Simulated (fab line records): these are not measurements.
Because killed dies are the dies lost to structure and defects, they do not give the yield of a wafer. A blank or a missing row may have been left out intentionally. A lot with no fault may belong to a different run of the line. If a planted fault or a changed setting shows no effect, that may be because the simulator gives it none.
Matching of chambers ; flow n5Finfet ; cmp-02 running N5_ILD0_CMP_12: 4 sister chambers
The step polishes SiNx, stops on poly-Si, t overpolish 6 s, target thk 17.67 nm. 4 wafers are shown with their chamber, then 9 later ones without.

EACH WAFER AND ITS CHAMBER
wafer;chamber;motorCurrentA (A)
L086.6;3;9.1
L088.1;0;10.0
L088.4;1;7.3
L088.6;2;8.3

WAFERS WITH NO CHAMBER GIVEN
wafer;motorCurrentA (A)
L089.1;7.7
L089.5;8.2
L089.6;8.1
L092.1;8.3
L092.2;7.8
L092.4;10.2
L094.1;7.5
L094.5;9.0
L094.6;9.7

EACH ONE'S CHAMBER
wafer;from the rows above;in truth
L089.1;can't be placed: 1 or 2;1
L089.5;2;2
L089.6;2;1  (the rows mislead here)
L092.1;2;2
L092.2;can't be placed: 1 or 2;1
L092.4;0;0
L094.1;1;1
L094.5;3;3
L094.6;can't be placed: 0 or 3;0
Placed correctly: 5 of 9. Not placeable from these rows: 3 (in 3, the candidates include the true chamber). Number placed wrongly: 1.
How it was worked out, from the rows above alone: a wafer's distance from a chamber is the root of the sum, over the readings, of the square of ((its reading less the chamber's mean) divided by the reading's scatter). If the next closest chamber is less than 2 further off than the closest, the wafer can't be placed; otherwise it belongs to the closest. For every chamber, the mean is computed from those of its wafers that are shown. The scatter (one wafer shown for each chamber): square how far every hidden wafer sits from the nearest shown wafer, average those squares and take the square root.
